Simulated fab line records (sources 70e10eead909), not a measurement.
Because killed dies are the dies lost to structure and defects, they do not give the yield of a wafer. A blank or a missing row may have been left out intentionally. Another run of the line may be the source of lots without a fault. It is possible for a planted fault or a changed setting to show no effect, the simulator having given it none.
fab line records	flow nandHarc
record lots=6	wafers=18	lastDay=33
route steps=1302 shown A_SLIT@941 A_SIN_REMOVE@947 A_WL_FILL@952
lots with no fault: from the same line, run without faults
startH: hours from the record's opening day to when the first of the lot's shown wafers began	waitH: hours elapsed since this lot's preceding step	" repeats the value in the row above	L1.1+2: one row covering several wafers at once	- either no value or no given start	* or withheld: withheld	< > ~ a bound
route shown NAME@n: a module of which the file shows steps, and the number in the route of the first	usual: mean and standard deviation over wafers with no fault	same: alike in all rows	chamber/n: place in a boat	sites: per-site readings	_std_site: how widely they spread, as a standard deviation	_edge_site: inner sites' mean taken away from outer sites' mean	radiusMm: how far each site lies from the wafer's centre	mask NAME#n: copy n	behind: tool/chamber where the wafer was last shaped	hold: cause of the lot's hold/its duration in hours/its outcome	device: which transistor (n, p or np) failed to switch	end of line: tests of these same wafers at the route's end	a step with no rows: only its recipe	killed: dies that structure and defects cost at the first sort, which is not the same as the wafer's yield	map: a wafer's dies, marking killed ones x, the rest . and places with no die _
set.NAME: setting as actually run; set.NAME@STEP: the setting as run at that earlier step	model.NAME: the simulator's own value behind a step, which no gauge read
lots at some steps of the route; a table a step, a row a wafer
services: the hour from which a tool's chamber was out of use, counted from the record's first day as startH (under 0 if before that day), plus the number of hours and why
## steps
# step NHARC_A_SLIT_STRIP_28
# recipe o2FlowSccm=400	cosFlowSccm=20	arFlowSccm=0	biasW=0	chemistry=O2/COS
# step NHARC_A_SLIT_ETCH_29
# recipe targetDepthA=1000	overetchA=100	timeS=55	ionEnergyEv=100	cf4FlowSccm=80	o2FlowSccm=20	arFlowSccm=0	rfW=300	biasW=100	chemistry=CF4/O2
# usual drypumpMotorCurrentA=5.7/0.38	oes_ar_750_au=1.000/0.0044	oesProductAu=1.000/0.01	rfFwdPowerW=296.7/1.3	rfVppV=198.0/1.3	showerheadPlenumPTorr=1.35/0.049	throttleValvePct=13.395/0.0099
lot.wafer	tool	chamber	startH	waitH	drypumpMotorCurrentA	oes_ar_750_au	oesProductAu	rfFwdPowerW	rfHoursCounterH	rfVppV	showerheadPlenumPTorr	throttleValvePct
L943.3	rieDiel-04	1	488.13	0.1	5.7	1.001	1.003	295.7	7	197.3	1.33	13.413
L943.2	"	2	"	"	5.0	1.010	0.995	296.5	7	199.5	1.40	13.400
L943.4	"	3	"	"	6.1	1.003	1.006	296.2	7	199.7	1.43	13.381
L946.2	rieDiel-04	3	502.26	0.1	6.1	1.000	1.000	295.6	9	200.5	1.43	13.394
L946.1	"	0	"	"	5.4	1.002	1.009	299.6	8	200.1	1.40	13.389
L946.4	"	1	"	"	5.7	0.999	0.998	296.8	8	197.5	1.33	13.401
L945.1	rieDiel-04	0	503.98	0.1	5.4	0.998	1.014	296.4	8	199.5	1.40	13.389
L945.3	"	1	"	"	5.7	1.005	1.003	297.7	8	197.8	1.34	13.396
L945.5	"	0	"	"	5.4	1.004	1.006	296.3	-	199.9	1.40	13.392
L958.4	rieDiel-01	0	635.87	0.1	6.0	1.002	0.991	295.4	4	198.6	1.35	13.400
L958.1	"	1	"	"	6.2	0.991	0.995	296.6	3	198.6	1.28	13.404
L958.6	"	3	"	"	5.9	0.999	1.014	298.3	-	199.0	1.31	13.407
L962.3	rieDiel-04	1	678.63	0.1	5.7	0.996	1.000	294.8	11	197.3	1.33	13.375
L962.2	"	3	"	"	6.1	0.998	1.016	297.4	11	198.1	1.43	13.395
L962.1	"	0	"	"	5.4	1.008	0.981	295.8	10	198.1	1.39	13.395
L963.4	rieDiel-01	2	682.06	0.1	5.5	0.995	0.972	296.9	7	197.4	1.32	13.385
L963.1	"	3	"	"	5.9	1.001	1.000	296.9	7	197.3	1.31	13.407
L963.2	"	0	"	"	6.1	0.999	0.989	295.4	6	197.7	1.35	13.406
# step NHARC_A_SLIT_STRIP_18
# recipe o2FlowSccm=500	arFlowSccm=0	biasW=0	chemistry=O2
# usual drypumpMotorCurrentA=5.7/0.4	oesProductAu=0.999/0.01	rfVppV=57.8/0.93	showerheadPlenumPTorr=3.56/0.12	throttleValvePct=17.036/0.01
lot.wafer	tool	chamber	startH	waitH	drypumpMotorCurrentA	oesProductAu	rfHoursCounterH	rfVppV	showerheadPlenumPTorr	throttleValvePct
L943.3	rieDiel-04	3	-	-	6.1	0.993	8	57.5	3.77	17.028
L943.4	"	1	"	"	5.7	0.997	7	57.2	3.53	17.024
L943.2	"	2	"	"	5.0	0.986	7	58.7	3.68	17.058
L946.1	rieDiel-04	0	-	-	5.4	1.001	8	58.6	3.68	17.026
L946.2	"	1	"	"	5.7	0.993	8	57.4	3.53	17.034
L946.4	"	2	"	"	5.0	0.996	8	58.6	3.68	17.038
L945.1	rieDiel-04	1	-	-	5.7	1.001	8	58.1	3.53	17.053
L945.3	"	2	"	"	5.0	1.006	8	58.7	3.68	17.026
L945.5	"	3	"	"	6.1	1.003	-	58.5	3.77	17.054
L958.1	rieDiel-01	0	-	-	6.0	0.997	4	56.9	3.55	17.043
L958.4	"	1	"	"	6.3	0.997	3	56.7	3.40	17.036
L958.6	"	0	"	"	6.0	0.987	-	58.1	3.56	17.043
L962.2	rieDiel-04	1	-	-	5.7	0.996	11	58.1	3.52	17.037
L962.1	"	3	"	"	6.1	1.012	11	59.5	3.76	17.051
L962.3	"	0	"	"	5.4	1.000	10	59.6	3.68	17.036
L963.2	rieDiel-01	1	-	-	6.3	0.996	6	56.4	3.40	17.055
L963.4	"	2	"	"	5.5	0.978	8	58.1	3.48	17.036
L963.1	"	3	"	"	5.9	1.009	7	57.0	3.46	17.024
# step NHARC_A_SLIT_PRECLEAN_19
# recipe timeS=*	tempC=50	bathAgeMin=0	chemistry=SC1
# step NHARC_A_SLIT_SRD_20
# step NHARC_A_SLIT_CD_MEAS_21
# usual cdNm=289.9/0.7
lot.wafer	tool	chamber	startH	waitH	cdNm
L943.2	cdSem-03	-	488.66	-	289.2
L943.3	"	-	"	"	289.8
L943.4	"	-	"	"	290.9
L946.1	cdSem-01	-	502.80	-	290.4
L946.2	"	-	"	"	290.1
L946.4	"	-	"	"	289.1
L945.1	cdSem-01	-	504.54	0.1	290.8
L945.3	"	-	"	"	289.9
L945.5	"	-	"	"	290.3
L958.1	cdSem-02	-	636.40	-	287.9
L958.4	"	-	"	"	289.9
L958.6	"	-	"	"	289.1
L962.1	cdSem-03	-	679.17	-	291.0
L962.2	"	-	"	"	290.5
L962.3	"	-	"	"	290.6
L963.1	cdSem-03	-	682.59	-	289.2
L963.2	"	-	"	"	290.2
L963.4	"	-	"	"	289.7
# step NHARC_A_SIN_REMOVE_WET_00
# recipe tempC=160	timeS=15300	chemistry=H3PO4
# step NHARC_A_SIN_REMOVE_PRECLEAN_01
# recipe timeS=*	tempC=50	bathAgeMin=0	chemistry=SC1
# step NHARC_A_SIN_REMOVE_SRD_02
# step NHARC_A_SIN_REMOVE_INSPECT_04
# usual rawDefectCount=403/100
lot.wafer	tool	chamber	startH	waitH	rawDefectCount
L943.2	defectInspect-01	-	493.83	0.0	331
L943.3	"	-	"	"	359
L943.4	"	-	"	"	342
L946.1	defectInspect-02	-	509.47	0.0	375
L946.2	"	-	"	"	481
L946.4	"	-	"	"	476
L945.1	defectInspect-02	-	511.23	0.0	270
L945.3	"	-	"	"	399
L945.5	"	-	"	"	344
L958.1	defectInspect-01	-	643.17	0.0	497
L958.4	"	-	"	"	452
L958.6	"	-	"	"	480
L962.1	defectInspect-02	-	685.36	0.0	354
L962.2	"	-	"	"	293
L962.3	"	-	"	"	424
L963.1	defectInspect-01	-	689.25	0.0	279
L963.2	"	-	"	"	381
L963.4	"	-	"	"	299
# step NHARC_A_WL_FILL_ALD_00
# recipe targetThkA=30	pulseTimeS=3	aldCycles=30	tempC=300	material=Al2O3
# usual heaterPowerOuterW=260/25	heaterPowerW=462/37	precursorPulseHeightRel=1.003/0.019
lot.wafer	tool	chamber	startH	waitH	heaterPowerOuterW	heaterPowerW	precursorPulseHeightRel
L943.2	aldHk-01	0	493.93	0.1	276	505	0.994
L943.4	"	1	"	"	228	428	1.015
L943.3	"	2	"	"	289	507	1.017
L946.2	aldHk-02	3	509.58	0.1	257	470	0.998
L946.1	"	0	"	"	288	477	1.016
L946.4	"	1	"	"	284	473	0.983
L945.3	aldHk-02	3	511.35	0.1	249	485	1.020
L945.1	"	1	"	"	290	466	0.977
L945.5	"	2	"	"	227	390	1.053
L958.1	aldHk-02	2	645.05	1.9	225	383	1.016
L958.4	"	3	"	"	248	470	1.035
L958.6	"	2	"	"	225	387	1.014
L962.1	aldHk-02	1	685.42	0.1	285	455	1.003
L962.3	"	2	"	"	223	386	0.952
L962.2	"	0	"	"	291	460	1.028
L963.4	aldHk-02	0	689.32	0.1	294	472	1.004
L963.1	"	1	"	"	280	449	1.001
L963.2	"	3	"	"	256	477	1.020
# step NHARC_A_WL_FILL_RTA_01
# recipe tempC=1000	timeS=5
# usual lampPowerPct=31.8/0.54	lamp_zone_1_pct=31.8/0.54	lamp_zone_2_pct=31.8/0.54	lamp_zone_3_pct=31.8/0.54	lamp_zone_4_pct=31.8/0.54	lamp_zone_5_pct=31.8/0.54	lamp_zone_6_pct=31.7/0.54	lamp_zone_7_pct=32.3/0.55	wafer_temp_C_max=1003.8/0.73
lot.wafer	tool	chamber	startH	waitH	lampPowerPct	lamp_zone_1_pct	lamp_zone_2_pct	lamp_zone_3_pct	lamp_zone_4_pct	lamp_zone_5_pct	lamp_zone_6_pct	lamp_zone_7_pct	wafer_temp_C_max
L943.2	rtpAnneal-02	0	494.20	-	31.0	31.1	31.0	31.1	31.0	31.1	31.0	31.6	1003.3
L943.3	"	0	"	"	31.1	31.1	31.1	31.0	31.1	31.0	31.0	31.5	1003.8
L943.4	"	0	"	"	31.0	31.0	31.0	31.1	31.0	31.0	31.0	31.5	1002.9
L946.1	rtpAnneal-01	0	509.96	0.3	28.6	28.6	28.6	28.6	28.5	28.6	28.5	29.1	960.7
L946.2	"	0	"	"	28.6	28.6	28.6	28.6	28.6	28.6	28.5	29.1	960.6
L946.4	"	0	"	"	28.6	28.6	28.6	28.6	28.5	28.6	28.5	29.1	960.8
L945.1	rtpAnneal-01	0	511.72	0.2	28.6	28.7	28.6	28.6	28.6	28.7	28.5	29.1	961.3
L945.3	"	0	"	"	28.6	28.6	28.6	28.6	28.6	28.6	28.5	29.1	961.1
L945.5	"	0	"	"	28.6	28.6	28.6	28.6	28.6	28.6	28.5	29.1	961.6
L958.1	rtpAnneal-01	0	645.35	-	32.3	32.2	32.2	32.2	32.2	32.2	32.2	32.8	1003.3
L958.4	"	0	"	"	32.3	32.2	32.2	32.2	32.2	32.2	32.2	32.7	1003.7
L958.6	"	0	"	"	32.1	32.2	32.2	32.2	32.2	32.2	32.2	32.7	1003.2
L962.1	rtpAnneal-02	0	685.85	0.4	31.0	31.1	31.0	31.1	31.0	31.0	31.0	31.5	1005.0
L962.2	"	0	"	"	31.1	31.1	31.0	31.0	31.0	31.1	31.0	31.5	1003.1
L962.3	"	0	"	"	31.0	31.0	31.0	31.1	31.1	31.1	31.0	31.5	1003.3
L963.1	rtpAnneal-01	0	689.58	-	32.2	32.2	32.2	32.2	32.2	32.2	32.1	32.7	1004.8
L963.2	"	0	"	"	32.2	32.2	32.2	32.2	32.2	32.2	32.1	32.7	1004.3
L963.4	"	0	"	"	32.2	32.2	32.2	32.2	32.1	32.2	32.2	32.7	1003.0
# step NHARC_A_WL_FILL_ALD_02
# recipe targetThkA=20	pulseTimeS=3	aldCycles=100	tempC=450	material=TiN
# usual heaterPowerOuterW=692/71	heaterPowerW=1112/110	precursorPulseHeightRel=1.000/0.021
lot.wafer	tool	chamber	startH	waitH	heaterPowerOuterW	heaterPowerW	precursorPulseHeightRel
L943.2	aldMetal-03	1	494.42	0.2	779	1216	0.999
L943.4	"	2	"	"	620	1045	1.001
L943.3	"	3	"	"	723	1107	0.982
L946.2	aldMetal-02	2	510.17	0.2	629	1045	1.001
L946.4	"	0	"	"	573	882	0.994
L946.1	"	1	"	"	739	1278	0.994
L945.3	aldMetal-03	2	511.97	0.2	626	1038	0.996
L945.1	"	3	"	"	706	1153	0.969
L945.5	"	1	"	"	765	1215	0.989
L958.4	aldMetal-03	3	645.56	0.1	714	1158	0.999
L958.1	"	1	"	"	759	1186	1.032
L958.6	"	3	"	"	727	1156	1.029
L962.2	aldMetal-02	1	686.07	0.2	722	1282	0.960
L962.1	"	2	"	"	661	1043	1.022
L962.3	"	3	"	"	632	1038	0.964
L963.1	aldMetal-04	0	689.79	0.2	676	1210	1.011
L963.2	"	1	"	"	754	1091	0.976
L963.4	"	3	"	"	686	1031	1.005
## services
tool	chamber	startH	hours	kind
aldMetal-04	-	474.00	10.0	pm
rieDiel-01	3	481.33	4.3	repair
aldHk-01	-	481.47	10.0	pm
rieDiel-04	0	486.45	-	clean
rieDiel-04	1	486.45	-	clean
rieDiel-04	2	486.45	-	clean
rieDiel-04	3	486.45	-	clean
rieDiel-04	0	510.95	-	clean
rieDiel-04	1	510.95	-	clean
aldMetal-02	-	514.16	1.4	repair
aldHk-02	-	528.20	10.0	pm
rieDiel-04	-	531.95	9.0	pm
rieDiel-01	-	557.89	9.0	pm
aldMetal-03	-	561.31	0.4	repair
aldMetal-03	-	568.00	10.0	pm
rieDiel-01	1	570.66	13.2	repair
aldMetal-02	1	609.66	25.8	repair
aldMetal-02	-	610.13	10.0	pm
rieDiel-04	2	632.46	3.9	repair
aldMetal-04	-	652.00	10.0	pm
aldMetal-03	-	652.12	0.4	repair
aldHk-01	-	659.47	10.0	pm
aldMetal-04	0	674.61	1.9	repair
rieDiel-04	-	676.21	0.2	repair
## key
firstSign step=NHARC_A_WL_FILL_RTA_01	reading=wafer_temp_C_max	direction=down	sigmas=58	usual=*	struck=*
effect step=NHARC_A_WL_FILL_RTA_01	reading=lamp_zone_3_pct	direction=down	sigmas=6	usual=31.8	struck=28.6
metAt NHARC_A_WL_FILL_RTA_01
struckWafers L945.1,L945.3,L945.5,L946.1,L946.2,L946.4
testerLeftOut L945,L946
fault kind=processParameterDrift	tool=rtpAnneal-01	chamber=-	onsetH=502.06	steps=NHARC_A_WL_FILL_RTA_01	channel=tempC	offset=*	shape=step	endH=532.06	actsIn=*	stated=*
# testerLeftOut: of these lots the tester's yield and bins aren't shown, on N5 and GAA mostly nor the transistor test; their killed dies are dies lost to structure and defects alone, not to doping, threshold or leakage, so they don't give the yield
